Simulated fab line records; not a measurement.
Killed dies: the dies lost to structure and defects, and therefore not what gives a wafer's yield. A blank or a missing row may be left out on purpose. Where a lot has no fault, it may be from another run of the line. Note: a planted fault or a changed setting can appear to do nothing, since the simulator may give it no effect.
Matching of chambers :: flow nand harc :: rie diel-13 running NHARC_A_STAIRCASE_DESCUM_291: 4 sister chambers
The step chemistry O2, time 3 s. 4 wafers are shown with their chamber, then 10 later ones without.

== EACH WAFER AND ITS CHAMBER ==
wafer: L083.5
chamber: 2
drypump motor current A (A): 5.1

wafer: L087.6
chamber: 0
drypump motor current A (A): 5.3

wafer: L091.3
chamber: 1
drypump motor current A (A): 5.9

wafer: L091.4
chamber: 3
drypump motor current A (A): 5.5

== WAFERS MISSING THEIR CHAMBER ==
wafer: L091.6
drypump motor current A (A): 5.3

wafer: L089.3
drypump motor current A (A): 5.3

wafer: L089.4
drypump motor current A (A): 5.9

wafer: L089.6
drypump motor current A (A): 5.1

wafer: L090.1
drypump motor current A (A): 5.9

wafer: L090.3
drypump motor current A (A): 5.3

wafer: L090.5
drypump motor current A (A): 5.9

wafer: L096.4
drypump motor current A (A): 5.9

wafer: L096.5
drypump motor current A (A): 5.6

wafer: L096.6
drypump motor current A (A): 5.3

== WHICH CHAMBER EACH ONE RAN IN ==
wafer: L091.6
from the rows above: 0
in truth: 0

wafer: L089.3
from the rows above: 0
in truth: 0

wafer: L089.4
from the rows above: 1
in truth: 1

wafer: L089.6
from the rows above: 2
in truth: 2

wafer: L090.1
from the rows above: 1
in truth: 1

wafer: L090.3
from the rows above: 0
in truth: 0

wafer: L090.5
from the rows above: 1
in truth: 1

wafer: L096.4
from the rows above: 1
in truth: 1

wafer: L096.5
from the rows above: 3
in truth: 3

wafer: L096.6
from the rows above: 0
in truth: 0
Correctly placed: 10 of 10. Not placeable from these rows: 0. 0 placed wrongly.
How it was worked out, from the rows above alone: a wafer's distance from a chamber is the root of the sum, over the readings, of the square of ((its reading less the chamber's mean) divided by the reading's scatter). If the next closest chamber is less than 2 further off than the closest, the wafer can't be placed; otherwise it belongs to the closest. For every chamber, the mean is computed from those of its wafers that are shown. The scatter: root of mean squared gap, hidden wafer to nearest shown wafer, with one shown wafer a chamber.
